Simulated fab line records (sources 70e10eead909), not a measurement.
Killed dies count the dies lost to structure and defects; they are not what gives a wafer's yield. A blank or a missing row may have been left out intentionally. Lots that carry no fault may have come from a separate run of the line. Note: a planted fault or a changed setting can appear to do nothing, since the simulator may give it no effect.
2 desks looking at one fault :: flow nand_harc :: only its own numbers are on each desk; what lay behind them is given at the end

FOR THE TOOL OWNER'S DESK: plasma_asher-02
The tool's own readings at NHARC_THIN_TSV_STRIP_62 (strips in N2/H2, time 20 s): means of the sampled wafers that have a number, for each lot that ran on this tool. Marked OUT: a lot whose mean sits more than 4 standard deviations from the usual mean, which makes it out of limits; the brackets give that distance.
Columns: A = drypump_motor_current_A at NHARC_THIN_TSV_STRIP_62, usual 5.3 A; B = heater_power_w at NHARC_THIN_TSV_STRIP_62, usual 365 W
lot: L981
first seen here: day 22 01:17
A: 5.1
B: 401

lot: L985
first seen here: day 22 07:25
A: 5.1
B: 397

lot: L987
first seen here: day 23 01:40
A: 5.1
B: 396
Result from this desk: across the 3 lots, nothing is out of limits.

THE METROLOGY DESK
Lot by lot, what the gauges showed, no matter which tool ran the lot: averages of those sampled wafers that carry a number. Marked OUT: a lot whose mean sits more than 4 standard deviations from the usual mean, which makes it out of limits; the brackets give that distance.
Columns: A = cd_nm at NHARC_THIN_TSV_CD_MEAS_12, usual 1000.3 nm; B = cd_nm at NHARC_THIN_TSV_CD_MEAS_16, usual 1000.3 nm; C = cd_nm at NHARC_THIN_TSV_CD_MEAS_33, usual 4999.7 nm; D = cd_nm at NHARC_THIN_TSV_CD_MEAS_37, usual 5000.1 nm
lot: L969
first seen here: day 18 17:08
A: 1000.2
B: 1000.2
C: 4999.2
D: 4999.4

lot: L981
first seen here: day 21 22:19
A: 999.2
B: 999.1
C: 5001.1
D: 5000.2

lot: L985
first seen here: day 22 04:47
A: 1001.1
B: 1000.9
C: 4998.7
D: 4999.7

lot: L984
first seen here: day 22 05:56
A: 1001.0
B: 1001.0
C: 4999.3
D: 5000.9

lot: L987
first seen here: day 22 23:04
A: 1001.3
B: 1001.7
C: 5001.3
D: 5003.3

lot: L991
first seen here: day 24 01:22
A: 1001.5
B: 1001.1
C: 4999.1
D: 5000.2
Result from this desk: across the 6 lots, nothing is out of limits.

BROUGHT TOGETHER
The tool owner's desk saw nothing out of limits.
The metrology desk saw nothing out of limits.

WHAT THE SIMULATOR HAD PUT IN
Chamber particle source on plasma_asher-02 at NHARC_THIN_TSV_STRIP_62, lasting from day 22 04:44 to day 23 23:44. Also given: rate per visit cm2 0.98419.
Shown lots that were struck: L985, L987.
